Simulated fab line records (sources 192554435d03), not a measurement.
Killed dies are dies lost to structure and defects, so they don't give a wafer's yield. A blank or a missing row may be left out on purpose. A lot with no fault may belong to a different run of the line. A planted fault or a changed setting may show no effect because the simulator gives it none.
Comparing a struck lot with a sound one || flow n5-finfet || 23 steps out of a route of 1938
Sound: wafers L510.2, L510.4, L510.6. Struck: wafers L512.1, L512.4, L512.5. The cause is given at the end.
Order at every step that has rows: each side's tool, ch and its chambers, its first start. Under that, the readings that differ: sound wafers || struck wafers || difference of the means || sigmas: that difference in standard deviations of wafers without a fault.
alike: a reading whose means differ by less than 2 such deviations, as well as words and numbers matching on both sides. not compared: withheld readings; readings where some wafer has no value; bounds like >300 that might hide an equal value; numbers whose values overlap and for which the record gives no deviation.
The two part at a step that has a row with sigmas, a row that says differs or no value, or rows on one side only. Numbers that don't overlap but have no deviation are shown without sigmas and don't part them. A reading that every wafer of one side lacks parts them only if that side has two wafers or more.

first, 8 steps without rows for these wafers: N5_BEOL_M7_ANNEAL_51 (time 90 s); N5_BEOL_M7_CMP_52 (polishes, stops on SiCOH lowk, t overpolish 6.9 s, target thk 80 nm); N5_BEOL_M7_PRE_CLEAN_55 (time 15 s); N5_BEOL_M7_DEP_56 (deposits SiCN from 3MS/NH3, target thk 10 nm, time 17.5 s); N5_BEOL_M8_ILD_DEP_00 (deposits SiCOH lowk from DEMS/porogen, target thk 179.75 nm, time 33.4 s); N5_BEOL_M8_CURE_74 (cures SiCOH lowk, time 240 s); N5_BEOL_M8_PECVD_70 (deposits SiO2 from TEOS/O2, target thk 20 nm, time 22.7 s); N5_BEOL_M8_HM_DEP_02 (deposits TiN, target thk 20 nm).
N5_BEOL_M8_COAT_59: time 60 s, resist thk 100 nm.
  sound on litho-track-05 ch 0, day 9 05:28; struck on litho-track-05 ch 0, day 10 00:49
{"reading": "spin-speed-rpm (rpm)", "sound": "1499.5 1500.2 1499.7", "struck": "1457.7 1457.6 1457.6", "difference": -42.2, "sigmas": -49}
{"reading": "model.SOC_of_BEOL_M8_COAT_59.thk-nm (nm)", "sound": "99.8 99.4 99.8", "struck": "101.6 101.4 101.2", "difference": "+1.7", "sigmas": ""}
then, 9 steps without rows for these wafers: N5_BEOL_M8_COAT_60 (time 60 s, resist thk 35 nm); N5_BEOL_M8_COAT_05 (resist thk 90 nm); N5_BEOL_M8_EBR_07; N5_BEOL_M8_SOFTBAKE_06 (time 60 s); N5_BEOL_M8_EXPOSE_08 (exposes mask M8); N5_BEOL_M8_PEB_09 (peb time 60 s); N5_BEOL_M8_DEVELOP_10 (develop time 30 s); N5_BEOL_M8_DESCUM_16 (chemistry O2, time 7.9 s); N5_BEOL_M8_ETCH_61 (etches SiARC in CF4, target depth 45.5 nm, time 75.8 s).
N5_BEOL_M8_ETCH_62: etches SOC in N2/H2, target depth 110 nm, overetch 22 nm, time 165 s.
  sound on rie-diel-05 ch 0,1,2, day 9 05:54; struck on rie-diel-04 ch 1,2,3, day 10 01:28
{"reading": "model.etch.depth-nm (nm)", "sound": "99.76 99.45 99.83", "struck": "101.5 101.3 101.2", "difference": "+1.7", "sigmas": ""}
  alike: bias-w, drypump-motor-current-A, oes-product-au, rf-vpp-V, showerhead-plenum-p-Torr, throttle-valve-pct
  not compared: rf-hours-counter-h
then, 2 steps without rows for these wafers: N5_BEOL_M8_STRIP_68 (strips in N2/H2); N5_BEOL_M8_STRIP_67 (strips in CF4).
N5_BEOL_M8_HM_OPEN_17: chemistry Cl2/BCl3, target TiN, target depth 20 nm, overetch 6 nm.
  sound on rie-metal-03 ch 0,1, day 9 06:05; struck on rie-metal-03 ch 0,1, day 10 01:40
{"reading": "model.SOC_of_BEOL_M8_COAT_59.thk-nm (nm)", "sound": "92.2 92 92.2", "struck": "94 93.6 93.6", "difference": "+2", "sigmas": ""}
  alike: bias-w, drypump-motor-current-A, oes-product-au, throttle-valve-pct
  not compared: rf-hours-counter-h
then, 1 step without rows for these wafers: N5_BEOL_M8_STRIP_19 (strips in O2).

== WHERE THEY PART ==
Only at N5_BEOL_M8_COAT_59, as far as this record shows. Later steps at which nothing parts them and some readings are alike: N5_BEOL_M8_ETCH_62, N5_BEOL_M8_HM_OPEN_17.

WHY: the cause the simulator had injected
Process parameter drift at N5_BEOL_M8_COAT_59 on litho-track-05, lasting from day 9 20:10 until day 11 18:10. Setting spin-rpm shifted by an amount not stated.
